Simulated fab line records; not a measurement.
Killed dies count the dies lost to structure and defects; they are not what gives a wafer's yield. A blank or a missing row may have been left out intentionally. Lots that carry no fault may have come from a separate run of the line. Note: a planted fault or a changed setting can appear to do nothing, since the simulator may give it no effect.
fab line records ; flow n5_finfet ; part 1 of 2: steps 1 to 3 of 6
record lots=22; wafers=66; last_day=19
route steps=1938 shown BEOL_M6@1212 BEOL_M7@1264
lots that met no fault: from a run of the same line without faults
start_h: the number of hours between the record's first day and the start of the first shown wafer of the lot ; wait_h: time in hours since the lot's previous step ; " identical to the entry in the row above ; L1.1+2: one row covering several wafers at once ; - no value, or no start was given ; * or withheld: withheld ; < > ~ a bound
route shown NAME@n: names a module that has steps shown in the file, with the first one's number in the route ; usual: the fault-free wafers' mean and standard deviation ; same: alike in all rows ; chamber/n: place in a boat ; sites: readings site by site ; _std_site: the values' standard deviation ; _edge_site: outer sites' mean less inner sites' ; radius_mm: for every site, how far away it sits from the centre of the wafer ; mask NAME#n: copy n ; behind: the tool/chamber that last shaped the wafer ; hold: cause of the lot's hold/its duration in hours/its outcome ; device: transistor that didn't switch, given as n, p or np ; end of line: the tests these same wafers got at the end of their route ; a step given without rows: its recipe and nothing more ; killed: at the first sort, the dies lost to defects and structure; wafer yield is something else ; map: dies across one wafer; x = killed, . = not, _ = none there
set.NAME: the run value of the setting; set.NAME@STEP: its run value at that earlier step ; model.NAME: the simulator's own value behind a step, which no gauge read
route steps across a sampled set of lots; one table per step, one row per wafer
services: when a tool's chamber went out of use (start_h, in hours from the record's first day, below 0 if earlier), for how many hours, and the reason
## steps
# step N5_BEOL_M6_ETCH_62
# recipe chemistry=N2/H2; target=SOC; target_depth_a=1100; overetch_a=220; mask_material=SiARC; temp_c=40; time_s=165; ion_energy_ev=200; pressure_mtorr=30; source_w=840; bias_w=150; n2_flow_sccm=200; h2_flow_sccm=200
# usual drypump_motor_current_A=5.6/0.6; oes_product_au=0.68/0.059; rf_vpp_V=524.6/2.6; showerhead_plenum_p_Torr=2.57/0.085; throttle_valve_pct=17.85/0.29
# same time_s=165
lot.wafer;tool;chamber;start_h;wait_h;drypump_motor_current_A;oes_product_au;rf_hours_counter_h;rf_vpp_V;showerhead_plenum_p_Torr;throttle_valve_pct
L076.3;rie_diel-04;0;219.28;0.0;6.2;0.60;203;523.0;2.51;18.18
L076.4;rie_diel-04;2;219.28;0.0;4.9;0.85;0;528.6;2.70;17.36
L076.6;rie_diel-04;2;219.28;0.0;4.9;0.84;-;528.6;2.70;17.37
L074.1;rie_diel-04;1;219.53;0.0;6.3;0.76;29;524.5;2.60;17.38
L074.4;rie_diel-04;2;219.53;0.0;4.9;0.84;0;527.8;2.70;17.38
L074.6;rie_diel-04;3;219.53;0.0;6.2;0.63;-;525.5;2.63;18.08
L075.2;rie_diel-05;0;219.83;0.0;5.2;0.72;57;525.9;2.60;17.74
L075.4;rie_diel-05;3;219.83;0.0;5.7;0.70;71;520.7;2.47;17.57
L075.6;rie_diel-05;1;219.83;0.0;5.5;0.61;-;525.8;2.63;18.13
L078.1;rie_diel-05;1;227.49;0.0;5.5;0.61;200;525.8;2.63;18.14
L078.3;rie_diel-05;2;227.49;0.0;6.6;0.69;71;525.5;2.58;17.64
L078.5;rie_diel-05;3;227.49;0.0;5.7;0.68;-;521.1;2.47;17.59
L079.2;rie_diel-04;3;244.55;0.0;6.2;0.62;201;527.1;2.63;18.10
L079.5;rie_diel-04;0;244.55;0.0;6.2;0.60;-;523.3;2.51;18.19
L079.6;rie_diel-04;3;244.55;0.0;6.3;0.62;-;526.3;2.63;18.10
L081.3;rie_diel-03;1;250.85;0.0;4.7;0.69;82;522.4;2.47;18.18
L081.5;rie_diel-03;1;250.85;0.0;4.7;0.69;-;522.5;2.47;18.17
L081.6;rie_diel-03;0;250.85;0.0;5.7;0.76;-;527.1;2.71;17.76
L080.1;rie_diel-04;0;251.75;0.0;6.2;0.60;215;524.4;2.51;18.20
L080.2;rie_diel-04;2;251.75;0.0;4.9;0.79;11;529.2;2.69;17.39
L080.4;rie_diel-04;3;251.75;0.0;6.2;0.62;203;526.4;2.63;18.09
L082.1;rie_diel-04;1;257.17;0.0;6.3;0.73;41;524.4;2.60;17.40
L082.3;rie_diel-04;0;257.17;0.0;6.2;0.60;217;522.4;2.51;18.20
L082.4;rie_diel-04;2;257.17;0.0;4.9;0.78;13;529.1;2.69;17.41
L083.1;rie_diel-04;2;261.03;0.0;4.9;0.78;14;528.8;2.69;17.41
L083.4;rie_diel-04;1;261.03;0.0;6.3;0.73;42;526.1;2.60;17.42
L083.6;rie_diel-04;0;261.03;0.0;6.2;0.60;-;521.6;2.51;18.20
L085.2;rie_diel-03;0;277.78;0.0;5.7;0.74;39;527.4;2.70;17.79
L085.4;rie_diel-03;3;277.78;0.0;5.1;0.70;63;521.8;2.46;17.57
L085.5;rie_diel-03;3;277.78;0.0;5.1;0.71;-;521.2;2.46;17.57
L086.1;rie_diel-05;1;292.11;0.0;5.5;0.60;224;526.3;2.62;18.19
L086.2;rie_diel-05;0;292.11;0.0;5.1;0.69;83;526.6;2.58;17.77
L086.3;rie_diel-05;2;292.11;0.0;6.6;0.66;93;525.3;2.57;17.67
L088.1;rie_diel-04;2;298.80;0.0;4.9;0.76;26;529.1;2.69;17.42
L088.3;rie_diel-04;1;298.80;0.0;6.3;0.72;53;525.8;2.59;17.42
L088.4;rie_diel-04;3;298.80;0.0;6.2;0.61;218;525.3;2.62;18.11
L089.1;rie_diel-03;0;298.96;0.0;5.7;0.73;46;528.7;2.70;17.79
L089.3;rie_diel-03;2;298.96;0.0;5.1;0.67;102;522.3;2.48;18.08
L089.6;rie_diel-03;1;298.96;0.0;4.7;0.67;-;520.0;2.46;18.20
L087.2;rie_diel-03;2;302.48;0.0;5.1;0.67;103;521.7;2.48;18.07
L087.4;rie_diel-03;1;302.48;0.0;4.7;0.67;101;521.4;2.46;18.20
L087.6;rie_diel-03;3;302.48;0.0;5.1;0.70;-;522.0;2.46;17.57
L091.1;rie_diel-03;0;303.10;0.0;5.7;0.74;48;530.8;2.70;17.80
L091.3;rie_diel-03;3;303.10;0.0;5.1;0.69;72;521.6;2.46;17.56
L091.4;rie_diel-03;2;303.10;0.0;5.1;0.66;103;522.6;2.48;18.08
L090.1;rie_diel-03;1;318.94;0.0;4.7;0.66;108;523.7;2.46;18.21
L090.2;rie_diel-03;3;318.94;0.0;5.1;0.69;79;522.1;2.46;17.59
L090.4;rie_diel-03;2;318.94;0.0;5.1;0.66;110;521.7;2.47;18.07
L092.2;rie_diel-05;1;323.55;0.0;5.5;0.60;235;526.0;2.61;18.20
L092.3;rie_diel-05;3;323.55;0.0;5.7;0.66;106;520.6;2.46;17.65
L092.5;rie_diel-05;2;323.55;0.0;6.6;0.66;-;524.4;2.56;17.68
L095.1;rie_diel-04;2;343.11;0.0;4.9;0.74;40;529.6;2.68;17.44
L095.2;rie_diel-04;3;343.11;0.0;6.2;0.61;234;525.7;2.62;18.13
L095.3;rie_diel-04;0;343.11;0.0;6.2;0.58;245;522.5;2.50;18.27
L094.2;rie_diel-04;2;343.61;0.0;4.9;0.75;40;528.0;2.68;17.43
L094.5;rie_diel-04;0;343.61;0.0;6.2;0.58;-;523.4;2.50;18.24
L094.6;rie_diel-04;3;343.61;0.0;6.2;0.61;-;526.4;2.62;18.14
L093.1;rie_diel-05;3;345.84;0.0;5.7;0.66;114;520.7;2.45;17.67
L093.2;rie_diel-05;2;345.84;0.0;6.6;0.66;111;523.9;2.56;17.72
L093.6;rie_diel-05;0;345.84;0.0;5.1;0.67;-;525.2;2.58;17.83
L096.1;rie_diel-05;1;355.45;0.0;5.5;0.59;246;527.6;2.61;18.22
L096.2;rie_diel-05;0;355.45;0.0;5.1;0.67;105;524.8;2.57;17.83
L096.6;rie_diel-05;0;355.45;0.0;5.1;0.68;-;524.4;2.57;17.83
L097.1;rie_diel-04;2;363.05;0.0;4.9;0.73;48;527.7;2.68;17.46
L097.3;rie_diel-04;1;363.05;0.0;6.3;0.69;76;524.7;2.58;17.48
L097.5;rie_diel-04;2;363.05;0.0;4.9;0.72;-;527.1;2.68;17.45
# step N5_BEOL_M6_DESCUM_33
# recipe chemistry=O2; time_s=7; source_power_w=50; bias_power_w=20; pressure_mtorr=20; rf_frequency_hz=2.712e+07; temp_c=40; resist=CAR-EUV; o2_flow_sccm=225
# usual drypump_motor_current_A=5.7/0.61; oes_product_au=0.80/0.073; rf_vpp_V=243.5/1.3; showerhead_plenum_p_Torr=2.11/0.067; throttle_valve_pct=20.38/0.27
# same time_s=7
lot.wafer;tool;chamber;start_h;wait_h;drypump_motor_current_A;oes_product_au;rf_hours_counter_h;rf_vpp_V;showerhead_plenum_p_Torr;throttle_valve_pct
L076.3;rie_diel-04;0;220.44;0.3;6.2;0.71;204;241.7;2.08;20.81
L076.4;rie_diel-04;1;220.44;0.3;6.3;0.87;29;243.5;2.12;19.93
L076.6;rie_diel-04;2;220.44;0.3;4.9;1.01;-;245.6;2.23;20.13
L074.1;rie_diel-05;3;223.44;0.0;5.7;0.81;72;241.1;2.04;20.26
L074.4;rie_diel-05;1;223.44;0.0;5.5;0.72;198;245.1;2.14;20.54
L074.6;rie_diel-05;2;223.44;0.0;6.6;0.82;-;242.3;2.11;20.19
L075.2;rie_diel-04;1;223.48;0.0;6.3;0.89;30;243.7;2.12;19.92
L075.4;rie_diel-04;1;223.48;0.0;6.3;0.88;-;244.6;2.12;19.94
L075.6;rie_diel-04;0;223.48;0.0;6.2;0.71;-;242.7;2.08;20.81
L078.1;rie_diel-03;3;231.65;0.0;5.1;0.85;49;240.5;2.03;20.13
L078.3;rie_diel-03;0;231.65;0.0;5.7;0.92;23;245.1;2.23;20.35
L078.5;rie_diel-03;1;231.65;0.0;4.7;0.84;-;242.8;2.01;20.47
L079.2;rie_diel-05;1;245.47;0.0;5.5;0.71;208;244.4;2.14;20.57
L079.5;rie_diel-05;3;245.47;0.0;5.7;0.81;-;242.9;2.04;20.28
L079.6;rie_diel-05;0;245.47;0.0;5.1;0.84;-;243.7;2.11;20.13
L081.3;rie_diel-05;3;252.03;0.0;5.7;0.82;81;242.5;2.04;20.26
L081.5;rie_diel-05;0;252.03;0.0;5.1;0.84;-;245.8;2.11;20.13
L081.6;rie_diel-05;3;252.03;0.0;5.7;0.82;-;241.7;2.04;20.27
L080.1;rie_diel-04;1;255.49;0.0;6.3;0.86;41;244.0;2.12;19.96
L080.2;rie_diel-04;0;255.49;0.0;6.2;0.71;217;242.4;2.07;20.82
L080.4;rie_diel-04;3;255.49;0.0;6.2;0.74;205;243.3;2.17;20.69
L082.1;rie_diel-03;1;258.87;0.0;4.7;0.83;85;243.0;2.01;20.48
L082.3;rie_diel-03;3;258.87;0.0;5.1;0.84;57;242.1;2.03;20.12
L082.4;rie_diel-03;0;258.87;0.0;5.7;0.89;32;245.6;2.23;20.36
L083.1;rie_diel-05;2;264.62;0.1;6.6;0.81;83;245.0;2.11;20.20
L083.4;rie_diel-05;1;264.62;0.1;5.5;0.70;214;244.1;2.14;20.57
L083.6;rie_diel-05;2;264.62;0.1;6.6;0.81;-;243.5;2.11;20.21
L085.2;rie_diel-04;2;278.79;0.2;4.9;0.92;20;244.9;2.22;20.17
L085.4;rie_diel-04;0;278.79;0.2;6.1;0.70;224;242.5;2.07;20.84
L085.5;rie_diel-04;2;278.79;0.2;4.9;0.93;-;244.7;2.22;20.17
L086.1;rie_diel-04;3;293.50;0.5;6.2;0.72;217;243.9;2.16;20.71
L086.2;rie_diel-04;1;293.50;0.5;6.3;0.86;52;243.4;2.11;19.96
L086.3;rie_diel-04;0;293.50;0.5;6.2;0.69;228;243.6;2.07;20.83
L088.1;rie_diel-04;3;301.74;0.4;6.1;0.72;219;245.2;2.16;20.72
L088.3;rie_diel-04;1;301.74;0.4;6.3;0.85;54;245.1;2.11;19.95
L088.4;rie_diel-04;2;301.74;0.4;4.9;0.91;27;246.6;2.22;20.18
L089.1;rie_diel-05;1;301.77;0.4;5.5;0.70;227;245.0;2.13;20.59
L089.3;rie_diel-05;2;301.77;0.4;6.6;0.79;95;240.9;2.10;20.22
L089.6;rie_diel-05;3;301.77;0.4;5.7;0.80;-;242.8;2.03;20.30
L087.2;rie_diel-03;2;303.35;0.1;5.1;0.79;103;241.7;2.04;20.69
L087.4;rie_diel-03;0;303.35;0.1;5.7;0.87;48;244.8;2.22;20.39
L087.6;rie_diel-03;1;303.35;0.1;4.7;0.80;-;240.3;2.00;20.52
L091.1;rie_diel-03;2;304.98;0.0;5.1;0.80;104;241.4;2.04;20.68
L091.3;rie_diel-03;3;304.98;0.0;5.1;0.82;73;242.5;2.02;20.16
L091.4;rie_diel-03;0;304.98;0.0;5.7;0.86;49;245.0;2.22;20.38
L090.1;rie_diel-04;3;320.02;0.1;6.2;0.72;226;244.6;2.16;20.71
L090.2;rie_diel-04;2;320.02;0.1;4.9;0.91;33;244.4;2.22;20.17
L090.4;rie_diel-04;1;320.02;0.1;6.3;0.85;60;244.4;2.11;19.98
L092.2;rie_diel-03;2;325.23;0.0;5.1;0.78;113;243.1;2.04;20.69
L092.3;rie_diel-03;0;325.23;0.0;5.7;0.85;57;245.5;2.22;20.40
L092.5;rie_diel-03;1;325.23;0.0;4.7;0.79;-;241.7;2.00;20.55
L095.1;rie_diel-03;0;344.77;0.0;5.7;0.85;63;246.6;2.22;20.41
L095.2;rie_diel-03;2;344.77;0.0;5.1;0.79;119;240.9;2.04;20.70
L095.3;rie_diel-03;1;344.77;0.0;4.7;0.79;118;240.9;2.00;20.56
L094.2;rie_diel-05;1;345.36;0.4;5.5;0.68;242;244.2;2.13;20.61
L094.5;rie_diel-05;1;345.36;0.4;5.5;0.68;-;244.6;2.13;20.62
L094.6;rie_diel-05;2;345.36;0.4;6.6;0.79;-;243.6;2.10;20.27
L093.1;rie_diel-05;2;346.88;0.0;6.6;0.79;111;241.8;2.10;20.25
L093.2;rie_diel-05;1;346.88;0.0;5.5;0.68;243;243.6;2.13;20.62
L093.6;rie_diel-05;3;346.88;0.0;5.7;0.78;-;241.6;2.03;20.31
L096.1;rie_diel-05;3;356.70;0.1;5.7;0.77;118;242.9;2.02;20.32
L096.2;rie_diel-05;2;356.70;0.1;6.6;0.79;115;242.2;2.10;20.26
L096.6;rie_diel-05;1;356.70;0.1;5.5;0.69;-;243.6;2.12;20.61
L097.1;rie_diel-04;3;364.99;0.3;6.2;0.71;242;243.0;2.15;20.75
L097.3;rie_diel-04;2;364.99;0.3;4.9;0.87;49;244.8;2.21;20.21
L097.5;rie_diel-04;1;364.99;0.3;6.3;0.82;-;243.3;2.11;20.01
# step N5_BEOL_M6_ETCH_66
# recipe chemistry=N2/H2; target=SOC; target_depth_a=800; overetch_a=160; mask_material=SiARC; temp_c=40; time_s=120; ion_energy_ev=200; pressure_mtorr=30; source_w=840; bias_w=150; n2_flow_sccm=200; h2_flow_sccm=200
# usual drypump_motor_current_A=5.7/0.61; oes_product_au=0.61/0.051; rf_vpp_V=524.5/2.3; showerhead_plenum_p_Torr=2.57/0.08; throttle_valve_pct=17.82/0.29
# same time_s=120
lot.wafer;tool;chamber;start_h;wait_h;drypump_motor_current_A;oes_product_au;rf_hours_counter_h;rf_vpp_V;showerhead_plenum_p_Torr;throttle_valve_pct
L076.3;rie_diel-04;0;220.52;0.0;6.2;0.55;204;524.0;2.51;18.18
L076.4;rie_diel-04;1;220.52;0.0;6.3;0.67;29;525.4;2.60;17.39
L076.6;rie_diel-04;2;220.52;0.0;4.9;0.75;-;526.9;2.70;17.37
L074.1;rie_diel-05;3;223.51;0.0;5.7;0.62;72;521.8;2.47;17.57
L074.4;rie_diel-05;1;223.51;0.0;5.5;0.56;198;525.4;2.63;18.14
L074.6;rie_diel-05;2;223.51;0.0;6.6;0.63;-;525.3;2.58;17.62
L075.2;rie_diel-04;1;223.56;0.0;6.3;0.67;30;525.0;2.60;17.39
L075.4;rie_diel-04;1;223.56;0.0;6.3;0.67;-;525.4;2.60;17.39
L075.6;rie_diel-04;0;223.56;0.0;6.2;0.55;-;522.8;2.51;18.18
L078.1;rie_diel-03;3;231.73;0.0;5.1;0.65;49;522.2;2.47;17.52
L078.3;rie_diel-03;0;231.73;0.0;5.7;0.70;23;527.1;2.71;17.74
L078.5;rie_diel-03;1;231.73;0.0;4.7;0.63;-;521.6;2.47;18.14
L079.2;rie_diel-05;1;245.55;0.0;5.5;0.55;208;526.2;2.62;18.15
L079.5;rie_diel-05;3;245.55;0.0;5.7;0.62;-;522.3;2.47;17.60
L079.6;rie_diel-05;0;245.55;0.0;5.1;0.63;-;525.1;2.59;17.75
L081.3;rie_diel-05;3;252.11;0.0;5.7;0.61;81;521.4;2.47;17.61
L081.5;rie_diel-05;0;252.11;0.0;5.1;0.64;-;525.4;2.59;17.75
L081.6;rie_diel-05;3;252.11;0.0;5.7;0.61;-;522.8;2.47;17.60
L080.1;rie_diel-04;1;255.56;0.0;6.3;0.66;41;524.8;2.60;17.42
L080.2;rie_diel-04;0;255.56;0.0;6.2;0.54;217;522.7;2.51;18.19
L080.4;rie_diel-04;3;255.56;0.0;6.2;0.56;205;524.6;2.63;18.07
L082.1;rie_diel-03;1;258.95;0.0;4.7;0.61;85;522.0;2.47;18.17
L082.3;rie_diel-03;3;258.95;0.0;5.1;0.64;57;521.6;2.46;17.53
L082.4;rie_diel-03;0;258.95;0.0;5.7;0.68;32;527.6;2.71;17.75
L083.1;rie_diel-05;2;264.70;0.0;6.6;0.61;83;524.1;2.57;17.64
L083.4;rie_diel-05;1;264.70;0.0;5.5;0.55;214;526.2;2.62;18.16
L083.6;rie_diel-05;2;264.70;0.0;6.6;0.61;-;525.1;2.57;17.64
L085.2;rie_diel-04;2;278.87;0.0;4.9;0.69;20;530.0;2.69;17.40
L085.4;rie_diel-04;0;278.87;0.0;6.2;0.54;224;522.8;2.51;18.22
L085.5;rie_diel-04;2;278.87;0.0;4.9;0.70;-;528.1;2.69;17.41
L086.1;rie_diel-04;3;293.58;0.0;6.2;0.55;217;525.5;2.62;18.12
L086.2;rie_diel-04;1;293.58;0.0;6.3;0.64;52;523.3;2.59;17.42
L086.3;rie_diel-04;0;293.58;0.0;6.2;0.53;228;522.9;2.50;18.22
L088.1;rie_diel-04;3;301.82;0.0;6.2;0.56;219;526.2;2.62;18.10
L088.3;rie_diel-04;1;301.82;0.0;6.3;0.65;54;523.9;2.59;17.44
L088.4;rie_diel-04;2;301.82;0.0;4.9;0.69;27;528.4;2.69;17.42
L089.1;rie_diel-05;1;301.85;0.0;5.5;0.54;227;525.2;2.62;18.17
L089.3;rie_diel-05;2;301.85;0.0;6.6;0.60;95;525.2;2.57;17.66
L089.6;rie_diel-05;3;301.85;0.0;5.7;0.60;-;522.0;2.46;17.64
L087.2;rie_diel-03;2;303.43;0.0;5.1;0.60;103;520.6;2.48;18.06
L087.4;rie_diel-03;0;303.43;0.0;5.7;0.66;48;528.5;2.70;17.79
L087.6;rie_diel-03;1;303.43;0.0;4.7;0.60;-;521.5;2.46;18.19
L091.1;rie_diel-03;2;305.06;0.0;5.1;0.60;104;520.6;2.48;18.06
L091.3;rie_diel-03;3;305.06;0.0;5.1;0.63;73;521.9;2.46;17.57
L091.4;rie_diel-03;0;305.06;0.0;5.7;0.66;49;527.9;2.70;17.79
L090.1;rie_diel-04;3;320.10;0.0;6.2;0.55;226;526.6;2.62;18.12
L090.2;rie_diel-04;2;320.10;0.0;4.9;0.68;33;525.7;2.68;17.42
L090.4;rie_diel-04;1;320.10;0.0;6.3;0.64;60;525.6;2.59;17.43
L092.2;rie_diel-03;2;325.31;0.0;5.1;0.60;113;520.0;2.47;18.09
L092.3;rie_diel-03;0;325.31;0.0;5.7;0.65;57;528.7;2.70;17.79
L092.5;rie_diel-03;1;325.31;0.0;4.7;0.60;-;521.2;2.46;18.21
L095.1;rie_diel-03;0;344.85;0.0;5.7;0.65;63;527.8;2.69;17.81
L095.2;rie_diel-03;2;344.85;0.0;5.1;0.59;119;522.1;2.47;18.09
L095.3;rie_diel-03;1;344.85;0.0;4.7;0.59;118;521.6;2.46;18.22
L094.2;rie_diel-05;1;345.44;0.0;5.5;0.53;242;526.8;2.61;18.20
L094.5;rie_diel-05;1;345.44;0.0;5.5;0.53;-;525.3;2.61;18.20
L094.6;rie_diel-05;2;345.44;0.0;6.6;0.59;-;525.0;2.56;17.69
L093.1;rie_diel-05;2;346.96;0.0;6.6;0.60;111;523.4;2.56;17.68
L093.2;rie_diel-05;1;346.96;0.0;5.5;0.54;243;527.5;2.61;18.19
L093.6;rie_diel-05;3;346.96;0.0;5.7;0.59;-;522.6;2.45;17.66
L096.1;rie_diel-05;3;356.78;0.0;5.7;0.59;118;522.5;2.45;17.66
L096.2;rie_diel-05;2;356.78;0.0;6.6;0.60;115;524.9;2.56;17.72
L096.6;rie_diel-05;1;356.78;0.0;5.5;0.53;-;526.1;2.61;18.22
L097.1;rie_diel-04;3;365.07;0.0;6.2;0.54;242;524.8;2.61;18.16
L097.3;rie_diel-04;2;365.07;0.0;4.9;0.66;49;527.3;2.68;17.46
L097.5;rie_diel-04;1;365.07;0.0;6.3;0.62;-;524.6;2.58;17.45
